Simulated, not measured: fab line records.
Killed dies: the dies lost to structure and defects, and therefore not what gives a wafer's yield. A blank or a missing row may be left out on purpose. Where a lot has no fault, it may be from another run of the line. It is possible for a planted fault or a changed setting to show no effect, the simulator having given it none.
A struck lot beside a sound one | flow nand_harc | 38 steps out of a route of 1302
Sound: these wafers, L215.2, L215.5, L215.6. Struck: wafers L209.3, L209.4, L209.6. At the end, the cause is stated.
Per side, at each step with rows, come the tool, then ch with its chambers, and then its first start. Under that, the readings that differ: sound wafers | struck wafers | difference of the means | sigmas: that difference in standard deviations of wafers without a fault.
alike: readings with means less than 2 such deviations apart, plus words and numbers identical on both sides. not compared: withheld readings, readings lacking a value on some wafer, bounds such as >300 that could conceal the same value, and numbers that have no deviation in the record and whose values overlap.
A row with sigmas, a row that says differs or no value, or rows on one side alone: a step with any of these is where the two part. Numbers that don't overlap but have no deviation are shown without sigmas and don't part them. A reading that every wafer of one side lacks parts them only if that side has two wafers or more.

first, 10 steps without rows for these wafers: NHARC_A_CHANNEL_HOLE_D2_DEP_00 (deposits aC, target thk 3100 nm); NHARC_A_CHANNEL_HOLE_D2_DEP_01 (deposits SiON, target thk 140 nm); NHARC_A_CHANNEL_HOLE_D2_DEHYDRATE_02 (time 120 s); NHARC_A_CHANNEL_HOLE_D2_HMDS_03 (time 30 s); NHARC_A_CHANNEL_HOLE_D2_COAT_36 (time 75 s); NHARC_A_CHANNEL_HOLE_D2_COAT_37 (time 65 s); NHARC_A_CHANNEL_HOLE_D2_COAT_04 (resist thk 90 nm); NHARC_A_CHANNEL_HOLE_D2_SOFTBAKE_05 (time 55 s); NHARC_A_CHANNEL_HOLE_D2_EBR_06; NHARC_A_CHANNEL_HOLE_D2_EXPOSE_07 (exposes mask HOLE D2, target cd 100 nm).
NHARC_A_CHANNEL_HOLE_D2_PEB_08: peb time 65 s.
  sound on litho_track-06 ch 0, day 21 09:51; struck on litho_track-04 ch 0, day 18 21:16
  alike: chill_plate_temp_C
then, 1 step without rows for these wafers: NHARC_A_CHANNEL_HOLE_D2_DEVELOP_09 (develop time 35 s).
NHARC_A_CHANNEL_HOLE_D2_CD_MEAS_10: the cd target is 100 nm.
  sound on cd_sem-02 ch 0, day 21 09:56; struck on cd_sem-02 ch 0, day 18 21:21
  reading    | sound             | struck            | difference | sigmas
  cd_nm (nm) | 100.4 100.0 100.2 | 104.1 103.9 103.5 | +3.6       | +9
NHARC_A_CHANNEL_HOLE_D2_DESCUM_15: chemistry O2, time 3 s.
  sound on rie_diel-12 ch 0,1, day 21 10:07; struck on rie_diel-11 ch 0,1,2, day 18 21:32
  reading                            | sound           | struck            | difference | sigmas
  model.A_CHANNEL_HOLE_D2.cd_nm (nm) | 100.5 100.2 101 | 103.9 103.6 103.2 | +3.0       |
  alike: drypump_motor_current_A, oes_product_au, rf_vpp_V, showerhead_plenum_p_Torr, throttle_valve_pct
  not compared: rf_hours_counter_h
then, 4 steps without rows for these wafers: NHARC_A_CHANNEL_HOLE_D2_ETCH_38 (etches the open film in CF4, target depth 39 nm, time 65 s); NHARC_A_CHANNEL_HOLE_D2_ETCH_39 (etches the open film in N2/H2, target depth 260 nm, time 325 s); NHARC_A_CHANNEL_HOLE_D2_ETCH_34 (etches the open film in CF4/CHF3, target depth 154 nm, time 77 s); NHARC_A_CHANNEL_HOLE_D2_ETCH_16 (etches the open film in O2/COS, target depth 3100 nm, time 806 s).
NHARC_A_CHANNEL_HOLE_D2_CD_MEAS_18:
  sound on cd_sem-03, day 21 11:13; struck on cd_sem-02, day 18 22:39
  alike: cd_nm
then, 12 steps without rows for these wafers: NHARC_A_CHANNEL_HOLE_D2_ETCH_19 (etches the open film in C4F8/O2/Ar, time 34.5 s); NHARC_A_CHANNEL_HOLE_D2_ETCH_20 (etches the open film in C4F8/O2/Ar, time 361.9 s, target depth 1600 nm); NHARC_A_CHANNEL_HOLE_D2_ETCH_21 (etches the open film in C4F8/O2/Ar, time 514.3 s, target depth 1600 nm); NHARC_A_CHANNEL_HOLE_D2_ETCH_22 (etches the open film in C4F8/O2/Ar, time 666.7 s, target depth 1600 nm); NHARC_A_CHANNEL_HOLE_D2_ETCH_23 (etches the open film in C4F8/O2/Ar, time 819 s, target depth 1600 nm); NHARC_A_CHANNEL_HOLE_D2_ETCH_24 (etches the open film in C4F8/O2/Ar, time 906.2 s, target depth 1500 nm); NHARC_A_CHANNEL_HOLE_D2_ETCH_25 (etches the open film in C4F8/O2/Ar, time 1040.2 s, target depth 1500 nm); NHARC_A_CHANNEL_HOLE_D2_ETCH_26 (etches the open film in C4F8/O2/Ar, time 224.1 s, target depth 300 nm); NHARC_A_CHANNEL_HOLE_D2_ETCH_27 (etches the open film in C4F8/O2/Ar, time 90 s, target depth 400 nm); NHARC_A_CHANNEL_HOLE_D2_STRIP_41 (strips in N2/H2); NHARC_A_CHANNEL_HOLE_D2_STRIP_42 (strips in CF4/CHF3); NHARC_A_CHANNEL_HOLE_D2_STRIP_43 (strips in O2/COS).
NHARC_A_CHANNEL_HOLE_D2_ETCH_44: etches the open film in CF4/O2, target depth 140 nm, overetch 14 nm, time 77 s.
  sound on rie_diel-11 ch 2,3, day 21 16:04; struck on rie_diel-11 ch 0,1,3, day 19 03:27
  reading                            | sound             | struck           | difference | sigmas
  model.A_CHANNEL_HOLE_D2.cd_nm (nm) | 89.38 89.55 89.65 | 94.32 93.75 92.6 | +4.03      |
  alike: drypump_motor_current_A, oes_product_au, rf_vpp_V, showerhead_plenum_p_Torr, throttle_valve_pct
  not compared: rf_hours_counter_h
then, 3 steps without rows for these wafers: NHARC_A_CHANNEL_HOLE_D2_STRIP_28 (strips in O2); NHARC_A_CHANNEL_HOLE_D2_PRECLEAN_29 (cleans in SC1); NHARC_A_CHANNEL_HOLE_D2_SRD_30.
NHARC_A_CHANNEL_HOLE_D2_CD_MEAS_31:
  sound on cd_sem-02, day 21 16:59; struck on cd_sem-01, day 19 04:15
  reading    | sound          | struck         | difference | sigmas
  cd_nm (nm) | 89.4 89.4 89.6 | 94.7 93.7 93.2 | +4.4       | +5
NHARC_A_CHANNEL_HOLE_D2_XSEM_32:
  sound on xsem-02 ch 0, day 21 17:04; struck on xsem-01 ch 0, day 19 04:20
  reading        | sound          | struck         | difference | sigmas
  bot_cd_nm (nm) | 74.1 73.3 73.1 | 78.5 78.7 77.7 | +4.8       | +4
  bow_nm (nm)    | 8.23 8.27 8.23 | 8.89 8.97 8.85 | +0.66      | +2
  alike: tilt_deg
-- record jumps: 14 days between struck wafers' starts before vs after; left off in module A_CHANNEL_HOLE_D2, resumes in module END, first step shown is number 1302 of the route --
NHARC_END_SORT_01:
  the record has rows for the struck wafers here (prober-02 ch 0, day 33 02:27) and none for the sound ones

== WHERE THEY PART ==
At NHARC_A_CHANNEL_HOLE_D2_CD_MEAS_10 first; at NHARC_END_SORT_01 last (within this record only).

WHY: what had been put in by the simulator
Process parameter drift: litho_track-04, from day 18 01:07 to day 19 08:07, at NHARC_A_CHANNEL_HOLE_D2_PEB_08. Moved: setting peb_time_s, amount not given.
